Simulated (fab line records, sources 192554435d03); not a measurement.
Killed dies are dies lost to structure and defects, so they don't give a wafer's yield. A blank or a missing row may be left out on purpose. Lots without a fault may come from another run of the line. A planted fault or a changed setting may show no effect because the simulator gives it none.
One fault seen from 2 desks | flow n5_finfet | each desk has only its own numbers; what lay behind them comes last

THE METROLOGY DESK
What the gauges read, lot by lot, whatever tool the lot ran on: means of the sampled wafers that have a number. A lot is out of limits, marked OUT, if its mean lies more than 4 standard deviations from the usual mean; the brackets give that distance. Of its 17 readings 7 are shown: the one that was out of limits first, and those that lie furthest out on some lot.
Columns: A = trench_depth_nm at N5_BEOL_M4_OCD_MEAS_38, usual 55.6 nm; B = M4_THK at N5_BEOL_M4_THK_MEAS_53, usual 39.4 nm; C = M4_RS at N5_BEOL_M4_RS_MEAS_58, usual 0.68 ohm/sq; D = ION_P at N5_BEOL_M4_RC_MEAS_101, usual 464 uA/um; E = SERP_M4 at N5_BEOL_M4_RC_MEAS_101, usual 197 ohm/um; F = SERP_M4_max_site at N5_BEOL_M4_RC_MEAS_101, usual 211 ohm/um; G = VT_P at N5_BEOL_M4_RC_MEAS_101, usual -249 mV
lot  | first seen here | A               | B               | C               | D   | E   | F   | G
L246 | day 7 17:41     | 53.3            | 36.5            | 0.74            | 460 | 227 | 243 | -249
L248 | day 8 08:17     | 56.5            | 42.6            | 0.61            | 452 | 177 | 187 | -258
L249 | day 8 12:24     | 55.8            | 41.0            | 0.65            | 464 | 191 | 199 | -250
L251 | day 9 03:22     | 56.1            | 40.8            | 0.65            | 454 | 204 | 218 | -252
L250 | day 9 03:37     | 56.8            | 40.2            | 0.67            | 467 | 201 | 215 | -248
L253 | day 9 21:59     | 55.8            | 38.3            | 0.71            | 456 | 206 | 219 | -251
L257 | day 10 13:35    | 55.2            | 38.5            | 0.69            | 472 | 183 | 192 | -251
L264 | day 13 04:05    | 73.9 (+15) OUT  | 58.0 (+11) OUT  | 0.42 (-7.0) OUT | 466 | 133 | 140 | -251
L265 | day 13 04:12    | 64.2 (+7.2) OUT | 47.8 (+4.9) OUT | 0.56            | 472 | 172 | 188 | -250
This desk's finding: out of limits on L264, L265; first on L264, day 13 05:13 (trench_depth_nm at N5_BEOL_M4_OCD_MEAS_38). In limits: L246, L248, L249, L251, L250, L253, L257.

THE TOOL OWNER'S DESK: rie_diel-04
The tool's own readings at N5_BEOL_M4_TRENCH_ETCH_37 (etches SiOC in C4F6/O2, target depth 55.555 nm, time 29.2 s): means of the sampled wafers that have a number, for each lot that ran on this tool. A lot is out of limits, marked OUT, if its mean lies more than 4 standard deviations from the usual mean; the brackets give that distance.
Columns: A = bias_w at N5_BEOL_M4_TRENCH_ETCH_37, usual 185.0 W; B = chamber_pressure_mTorr at N5_BEOL_M4_TRENCH_ETCH_37, usual 30.00 mTorr; C = drypump_motor_current_A at N5_BEOL_M4_TRENCH_ETCH_37, usual 5.7 A; D = oes_product_au at N5_BEOL_M4_TRENCH_ETCH_37, usual 0.81 a.u.; E = rf_vpp_V at N5_BEOL_M4_TRENCH_ETCH_37, usual 660 V; F = showerhead_plenum_p_Torr at N5_BEOL_M4_TRENCH_ETCH_37, usual 2.78 Torr; G = throttle_valve_pct at N5_BEOL_M4_TRENCH_ETCH_37, usual 20.89 %
lot  | first seen here | A     | B     | C   | D    | E   | F    | G
L248 | day 8 14:00     | 184.8 | 30.01 | 5.9 | 0.80 | 653 | 2.79 | 20.94
L249 | day 8 18:26     | 184.9 | 30.01 | 5.8 | 0.75 | 652 | 2.81 | 21.14
L251 | day 9 08:09     | 185.3 | 29.97 | 5.9 | 0.79 | 652 | 2.79 | 20.94
L264 | day 13 05:04    | 184.8 | 30.03 | 5.7 | 0.99 | 654 | 2.76 | 20.88
L265 | day 13 08:54    | 184.4 | 30.00 | 5.5 | 0.82 | 658 | 2.74 | 21.06
This desk's finding: nothing out of limits on any of the 5 lots.

PUT TOGETHER
The metrology desk could have raised an alarm at day 13 05:13, on L264, L265.
The tool owner's desk saw nothing out of limits.
The tool owner's desk has L264, L265 on record, within its limits.
Of the lots named, all ran N5_BEOL_M4_TRENCH_ETCH_37 on rie_diel-04.

WHAT THE SIMULATOR HAD PUT IN
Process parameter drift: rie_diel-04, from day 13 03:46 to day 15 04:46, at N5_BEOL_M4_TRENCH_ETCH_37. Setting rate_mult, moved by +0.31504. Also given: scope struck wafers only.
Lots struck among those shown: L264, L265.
Hours from the fault's start to each desk's first reading out of limits: the metrology desk, 1.
